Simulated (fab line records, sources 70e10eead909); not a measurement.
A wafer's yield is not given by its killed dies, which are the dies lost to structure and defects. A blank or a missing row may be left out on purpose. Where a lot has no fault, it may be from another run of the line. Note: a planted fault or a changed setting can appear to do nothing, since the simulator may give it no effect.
fab line records	flow nand-harc	part 2 of 2: steps 4 to 6 of 6
record: lots: 20	wafers: 60	last-day: 24
route steps=1159 shown P_GATE@150 P_M0@266 P_M1@299
lots that met no fault: from a run of the same line without faults
start-h: hours from the record's opening day to when the first of the lot's shown wafers began	wait-h: hours since the lot's step before	" same as the row above	L1.1+2: several wafers, shown together as one row	- value missing, or start not given	* or withheld: withheld	< > ~ a bound
route shown NAME@n: a module of which the file shows steps, and the number in the route of the first	usual: average and standard deviation across the fault-free wafers	same: alike in all rows	chamber/n: place in a boat	sites: each site's reading	_std_site: standard deviation of those values	_edge_site: outer sites' mean less inner sites'	radius-mm: how far each site lies from the wafer's centre	mask NAME#n: copy n	behind: tool/chamber where the wafer was last shaped	hold: reason for holding the lot/hours on hold/outcome of the hold	device: which transistor (n, p or np) failed to switch	end of line: tests of these same wafers at the route's end	a step without rows: its recipe alone	killed: count of dies lost to structure and defects at first sort (not the wafer's yield)	map: per-die view of a wafer (x killed, . not killed, _ where there is no die)
set.NAME: the setting the step ran with; set.NAME@STEP: the setting that earlier step ran with	model.NAME: the simulator's own value behind a step, which no gauge read
one table for each step of the route and one row for each wafer, over a sample of lots
services: the hour from which a tool's chamber was out of use, counted from the record's first day as start-h (under 0 if before that day), plus the number of hours and why
== steps ==
step: NHARC_P_M1_ETCH_35
recipe: target-depth-a: 400	overetch-a: 120	time-s: 43.94	ion-energy-ev: 200	n2-flow-sccm: 150	h2-flow-sccm: 150	ar-flow-sccm: 0	rf-w: 400	bias-w: 150	chemistry: N2/H2
usual: drypump-motor-current-A: 5.8/0.4	h2-flow-sccm: 150.0/0.41	oes-product-au: 1.001/0.0081	rf-vpp-V: 429.9/2.6	showerhead-plenum-p-Torr: 2.02/0.087	throttle-valve-pct: 14.172/0.0083
lot.wafer	tool	chamber	start-h	wait-h	drypump-motor-current-A	h2-flow-sccm	oes-product-au	rf-hours-counter-h	rf-vpp-V	showerhead-plenum-p-Torr	throttle-valve-pct
L074.4	rie-diel-07	3	120.57	0.1	5.7	150.1	0.993	6	428.1	1.92	14.175
L074.6	"	1	"	"	5.6	149.9	0.995	-	429.3	2.00	14.170
L074.5	"	2	"	"	6.2	150.0	0.999	-	431.0	2.05	14.176
L075.4	rie-diel-07	3	135.49	0.1	5.7	150.5	1.005	6	425.9	1.92	14.187
L075.5	"	1	"	"	5.7	150.2	0.995	-	430.8	2.00	14.175
L075.6	"	2	"	"	6.1	150.3	0.983	-	431.3	2.06	14.174
L076.4	rie-diel-07	3	138.48	0.1	5.7	150.4	0.998	6	426.6	1.92	14.162
L076.1	"	0	"	"	5.9	149.4	0.997	6	430.6	2.03	14.169
L076.3	"	1	"	"	5.6	150.2	0.998	5	429.6	2.00	14.168
L077.2	rie-diel-05	0	138.94	0.1	6.0	149.3	1.002	8	428.5	1.98	14.175
L077.1	"	3	"	"	5.0	150.4	0.996	11	427.4	1.93	14.180
L077.6	"	0	"	"	6.0	150.0	1.005	-	429.6	1.98	14.177
L078.2	rie-diel-07	3	149.48	0.1	5.7	149.5	1.012	7	427.2	1.92	14.172
L078.1	"	0	"	"	6.0	150.5	1.007	7	429.7	2.03	14.175
L078.5	"	2	"	"	6.1	150.5	1.009	-	429.5	2.05	14.161
L080.3	rie-diel-05	0	158.47	0.4	6.0	149.4	0.993	10	427.6	1.98	14.165
L080.6	"	1	"	"	6.3	150.4	0.997	-	434.4	2.16	14.167
L080.5	"	2	"	"	5.5	150.1	0.998	-	429.3	1.96	14.172
L081.4	rie-diel-08	3	175.31	0.1	6.2	149.6	0.997	1	426.3	1.91	14.170
L081.2	"	2	"	"	5.1	149.6	1.003	1	433.8	2.19	14.153
L081.6	"	3	"	"	6.2	150.5	1.003	-	426.8	1.91	14.181
L082.1	rie-diel-08	1	180.51	0.1	6.2	150.4	0.995	1	428.2	1.98	14.170
L082.4	"	2	"	"	5.1	150.9	0.988	1	433.9	2.19	14.177
L082.5	"	2	"	"	5.1	150.1	0.987	-	434.3	2.19	14.165
L085.3	rie-diel-08	1	185.64	0.1	6.2	149.8	0.996	1	428.5	1.98	14.189
L085.1	"	3	"	"	6.2	150.1	0.990	2	428.4	1.91	14.181
L085.6	"	1	"	"	6.2	149.8	0.998	-	429.1	1.98	14.177
L084.3	rie-diel-07	1	186.01	0.1	5.6	148.9	0.993	7	428.4	2.00	14.169
L084.1	"	2	"	"	6.1	149.5	0.996	8	433.4	2.05	14.156
L084.2	"	3	"	"	5.7	150.3	0.998	9	428.2	1.92	14.181
L087.1	rie-diel-08	3	202.61	0.1	6.2	149.6	1.000	2	426.1	1.91	14.175
L087.6	"	3	"	"	6.2	150.4	1.004	-	425.6	1.91	14.178
L087.5	"	0	"	"	6.0	150.2	1.013	-	430.8	2.06	14.169
L086.1	rie-diel-07	1	204.44	0.1	5.7	150.3	0.989	9	428.2	2.00	14.180
L086.2	"	0	"	"	5.9	150.4	0.996	10	430.4	2.03	14.174
L086.6	"	1	"	"	5.6	150.6	0.990	-	430.3	2.00	14.185
L089.1	rie-diel-08	2	217.87	0.1	5.1	149.8	0.988	2	434.3	2.19	14.183
L089.2	"	0	"	"	6.0	149.8	1.002	2	432.2	2.06	14.174
L089.4	"	2	"	"	5.1	150.1	0.986	-	434.1	2.19	14.158
L088.1	rie-diel-08	0	218.47	0.1	6.0	149.7	1.005	2	432.1	2.06	14.174
L088.4	"	2	"	"	5.1	149.5	1.001	-	434.0	2.19	14.173
L088.6	"	0	"	"	6.0	150.2	1.011	-	432.1	2.06	14.190
L090.3	rie-diel-08	2	219.09	0.1	5.1	150.4	0.995	2	435.9	2.19	14.158
L090.1	"	0	"	"	6.0	150.1	1.005	2	430.5	2.06	14.180
L090.6	"	0	"	"	6.0	150.1	1.008	-	432.0	2.06	14.175
L092.2	rie-diel-05	3	224.84	0.1	5.0	150.1	1.013	3	426.5	1.92	14.165
L092.4	"	0	"	"	6.0	150.1	1.015	3	430.1	1.98	14.165
L092.3	"	1	"	"	6.3	149.8	1.012	3	432.9	2.16	14.177
L091.4	rie-diel-05	0	226.99	0.1	6.0	149.5	1.007	4	428.7	1.98	14.163
L091.3	"	3	"	"	5.0	150.0	1.006	4	428.1	1.92	14.163
L091.6	"	0	"	"	6.0	149.9	1.011	-	427.9	1.98	14.183
L093.3	rie-diel-08	1	232.10	0.1	6.3	149.5	0.999	3	427.1	1.98	14.169
L093.1	"	2	"	"	5.1	150.6	1.012	3	434.4	2.19	14.162
L093.6	"	0	"	"	6.0	150.5	0.996	-	431.1	2.06	14.181
L095.4	rie-diel-05	3	244.64	0.1	5.0	149.7	1.009	5	427.0	1.92	14.174
L095.1	"	0	"	"	6.0	150.4	1.011	6	428.8	1.98	14.177
L095.3	"	2	"	"	5.5	149.2	0.999	6	428.0	1.96	14.162
L097.2	rie-diel-08	1	252.29	0.1	6.2	150.0	1.001	3	429.1	1.98	14.169
L097.4	"	3	"	"	6.2	150.2	1.010	3	427.2	1.91	14.169
L097.5	"	1	"	"	6.2	149.9	1.003	-	428.1	1.98	14.171
step: NHARC_P_M1_CD_MEAS_16
usual: cd-nm: 130.0/0.61
lot.wafer	tool	chamber	start-h	wait-h	cd-nm
L074.4	cd-sem-02	-	120.80	-	130.1
L074.5	"	-	"	"	130.3
L074.6	"	-	"	"	130.5
L075.4	cd-sem-03	-	135.71	-	130.3
L075.5	"	-	"	"	130.8
L075.6	"	-	"	"	129.9
L076.1	cd-sem-02	-	138.70	-	131.0
L076.3	"	-	"	"	129.8
L076.4	"	-	"	"	129.8
L077.1	cd-sem-02	-	139.16	-	130.4
L077.2	"	-	"	"	130.7
L077.6	"	-	"	"	130.9
L078.1	cd-sem-03	-	149.69	-	130.5
L078.2	"	-	"	"	129.8
L078.5	"	-	"	"	130.4
L080.3	cd-sem-02	-	158.68	-	130.9
L080.5	"	-	"	"	129.8
L080.6	"	-	"	"	129.8
L081.2	cd-sem-02	-	175.53	-	129.2
L081.4	"	-	"	"	130.0
L081.6	"	-	"	"	129.8
L082.1	cd-sem-02	-	180.73	-	129.5
L082.4	"	-	"	"	129.6
L082.5	"	-	"	"	130.2
L085.1	cd-sem-01	-	185.86	-	128.8
L085.3	"	-	"	"	128.8
L085.6	"	-	"	"	130.0
L084.1	cd-sem-03	-	186.22	-	130.0
L084.2	"	-	"	"	129.3
L084.3	"	-	"	"	129.2
L087.1	cd-sem-03	-	202.83	-	129.4
L087.5	"	-	"	"	129.8
L087.6	"	-	"	"	130.4
L086.1	cd-sem-01	-	204.65	-	130.7
L086.2	"	-	"	"	130.4
L086.6	"	-	"	"	130.8
L089.1	cd-sem-02	-	218.11	-	129.5
L089.2	"	-	"	"	130.9
L089.4	"	-	"	"	130.5
L088.1	cd-sem-02	-	218.70	-	129.8
L088.4	"	-	"	"	129.3
L088.6	"	-	"	"	129.3
L090.1	cd-sem-01	-	219.33	-	130.5
L090.3	"	-	"	"	130.0
L090.6	"	-	"	"	130.1
L092.2	cd-sem-02	-	225.07	-	130.2
L092.3	"	-	"	"	130.0
L092.4	"	-	"	"	130.1
L091.3	cd-sem-02	-	227.22	-	129.4
L091.4	"	-	"	"	129.3
L091.6	"	-	"	"	129.5
L093.1	cd-sem-03	-	232.30	-	130.0
L093.3	"	-	"	"	129.9
L093.6	"	-	"	"	129.5
L095.1	cd-sem-03	-	244.87	-	130.5
L095.3	"	-	"	"	130.4
L095.4	"	-	"	"	129.9
L097.2	cd-sem-03	-	252.51	-	129.0
L097.4	"	-	"	"	128.8
L097.5	"	-	"	"	129.9
step: NHARC_P_M1_ETCH_28
recipe: target-depth-a: 300	over-etch-frac: 0.3	time-s: 72.99	ion-energy-ev: 150	cf4-flow-sccm: 50	n2-flow-sccm: 100	ar-flow-sccm: 150	rf-w: 300	bias-w: 100	chemistry: CF4/N2
usual: cf4-flow-sccm: 50.01/0.14	drypump-motor-current-A: 5.8/0.43	oes-product-au: 1.001/0.0076	rf-vpp-V: 313.5/1.9	showerhead-plenum-p-Torr: 2.59/0.11	throttle-valve-pct: 19.793/0.01
lot.wafer	tool	chamber	start-h	wait-h	cf4-flow-sccm	drypump-motor-current-A	oes-product-au	rf-hours-counter-h	rf-vpp-V	showerhead-plenum-p-Torr	throttle-valve-pct
L074.4	rie-diel-08	3	-	-	50.22	6.2	1.000	4	311.4	2.47	19.786
L074.6	"	0	"	"	49.85	6.0	1.007	-	314.4	2.65	19.789
L074.5	"	1	"	"	49.99	6.2	0.987	-	312.5	2.55	19.790
L075.4	rie-diel-05	0	-	-	50.24	6.0	0.991	8	314.1	2.56	19.791
L075.6	"	1	"	"	49.96	6.3	1.006	-	315.4	2.77	19.792
L075.5	"	2	"	"	49.93	5.6	1.002	-	312.2	2.53	19.809
L076.4	rie-diel-08	3	-	-	49.88	6.2	0.995	0	311.9	2.47	19.794
L076.1	"	0	"	"	50.07	6.0	1.010	0	313.8	2.65	19.784
L076.3	"	1	"	"	49.91	6.2	0.999	0	311.5	2.55	19.806
L077.1	rie-diel-07	2	-	-	49.94	6.1	1.004	6	313.8	2.64	19.788
L077.2	"	3	"	"	49.83	5.7	1.005	6	311.9	2.49	19.802
L077.6	"	0	"	"	50.13	6.0	0.994	-	314.1	2.62	19.791
L078.1	rie-diel-08	3	-	-	49.98	6.2	1.002	1	312.8	2.47	19.790
L078.2	"	1	"	"	49.94	6.2	0.999	1	312.7	2.55	19.773
L078.5	"	3	"	"	50.28	6.2	0.998	-	311.7	2.47	19.803
L080.3	rie-diel-08	3	-	-	49.98	6.2	0.993	1	310.7	2.47	19.802
L080.6	"	3	"	"	49.90	6.2	0.999	-	311.4	2.47	19.780
L080.5	"	0	"	"	50.31	6.0	1.003	-	313.7	2.65	19.794
L081.2	rie-diel-08	0	-	-	49.61	6.0	1.005	1	313.7	2.65	19.810
L081.4	"	1	"	"	50.04	6.2	0.994	1	312.6	2.55	19.784
L081.6	"	3	"	"	49.90	6.2	1.000	-	312.9	2.47	19.771
L082.4	rie-diel-08	2	-	-	50.03	5.1	0.995	1	315.6	2.81	19.797
L082.1	"	0	"	"	50.16	6.0	1.002	1	315.5	2.65	19.806
L082.5	"	3	"	"	50.00	6.2	0.995	-	310.8	2.47	19.803
L085.3	rie-diel-08	1	-	-	49.83	6.2	0.993	2	312.5	2.55	19.804
L085.1	"	2	"	"	50.23	5.1	0.987	2	318.0	2.81	19.790
L085.6	"	0	"	"	50.05	6.0	0.996	-	314.9	2.65	19.787
L084.1	rie-diel-05	3	-	-	50.12	5.0	0.993	1	312.8	2.49	19.789
L084.3	"	0	"	"	50.24	6.0	1.005	1	312.5	2.56	19.793
L084.2	"	2	"	"	49.97	5.5	0.998	1	313.3	2.53	19.791
L087.1	rie-diel-07	1	-	-	49.92	5.6	0.995	9	311.7	2.58	19.792
L087.5	"	3	"	"	49.92	5.7	0.993	-	312.0	2.49	19.779
L087.6	"	0	"	"	49.97	5.9	1.003	-	314.0	2.61	19.805
L086.1	rie-diel-05	3	-	-	50.00	5.0	1.002	3	312.5	2.49	19.775
L086.2	"	0	"	"	50.13	6.0	1.003	3	312.6	2.56	19.778
L086.6	"	2	"	"	50.00	5.5	1.003	-	312.9	2.53	19.780
L089.1	rie-diel-07	2	-	-	50.02	6.1	0.995	10	314.2	2.64	19.786
L089.2	"	0	"	"	50.08	6.0	0.991	10	314.3	2.61	19.780
L089.4	"	1	"	"	50.06	5.6	0.996	10	313.0	2.58	19.800
L088.4	rie-diel-07	2	-	-	50.07	6.1	0.992	10	314.4	2.64	19.794
L088.1	"	0	"	"	50.25	6.0	1.009	10	315.0	2.61	19.795
L088.6	"	2	"	"	49.85	6.1	0.998	-	314.5	2.64	19.793
L090.1	rie-diel-05	3	-	-	49.90	5.0	1.000	3	311.7	2.49	19.787
L090.3	"	0	"	"	50.00	6.0	1.005	3	312.5	2.56	19.793
L090.6	"	2	"	"	49.98	5.5	1.002	-	313.7	2.53	19.799
L092.3	rie-diel-07	3	-	-	49.91	5.7	1.000	11	311.1	2.49	19.810
L092.4	"	1	"	"	49.83	5.6	0.994	10	312.8	2.58	19.774
L092.2	"	2	"	"	50.23	6.1	0.993	10	314.8	2.64	19.774
L091.3	rie-diel-05	2	-	-	50.13	5.6	1.007	3	310.7	2.53	19.795
L091.4	"	3	"	"	50.01	5.0	1.005	4	310.8	2.49	19.794
L091.6	"	2	"	"	50.12	5.5	1.006	-	312.7	2.53	19.790
L093.1	rie-diel-08	1	-	-	50.08	6.2	1.002	3	313.0	2.55	19.793
L093.3	"	2	"	"	49.80	5.1	1.005	3	318.9	2.81	19.798
L093.6	"	1	"	"	50.09	6.2	1.012	-	313.3	2.55	19.783
L095.3	rie-diel-05	2	-	-	50.13	5.5	0.998	6	313.3	2.53	19.785
L095.1	"	3	"	"	49.82	5.0	0.992	5	310.5	2.49	19.792
L095.4	"	1	"	"	49.85	6.3	1.007	5	315.3	2.76	19.808
L097.4	rie-diel-05	0	-	-	50.24	6.0	1.015	6	313.4	2.56	19.790
L097.2	"	2	"	"	50.05	5.6	1.001	6	313.1	2.53	19.784
L097.5	"	3	"	"	50.08	5.0	1.008	-	311.6	2.49	19.785
== services ==
tool	chamber	start-h	hours	kind
rie-diel-01	3	68.88	7.0	repair
rie-diel-09	-	77.11	9.0	pm
rie-diel-08	0	108.25	5.1	repair
rie-diel-07	2	112.87	3.2	repair
rie-diel-09	2	114.31	30.4	repair
rie-diel-03	3	123.73	5.0	repair
rie-diel-08	-	124.80	9.0	pm
rie-diel-09	0	129.59	11.9	repair
rie-diel-01	-	137.83	9.0	pm
rie-diel-02	-	138.99	0.2	repair
rie-diel-02	-	150.70	9.0	pm
rie-diel-09	2	157.49	3.7	repair
rie-diel-05	-	163.60	9.0	pm
rie-diel-09	-	185.47	8.0	repair
rie-diel-07	1	191.85	1.2	repair
rie-diel-06	2	198.20	4.0	repair
rie-diel-08	3	209.47	15.0	repair
rie-diel-06	0	211.83	9.2	repair
rie-diel-06	3	213.21	4.4	repair
rie-diel-06	-	213.33	0.4	repair
rie-diel-05	1	217.24	5.0	repair
rie-diel-07	-	228.20	9.0	pm
rie-diel-05	3	232.73	6.4	repair
rie-diel-06	-	241.20	9.0	pm
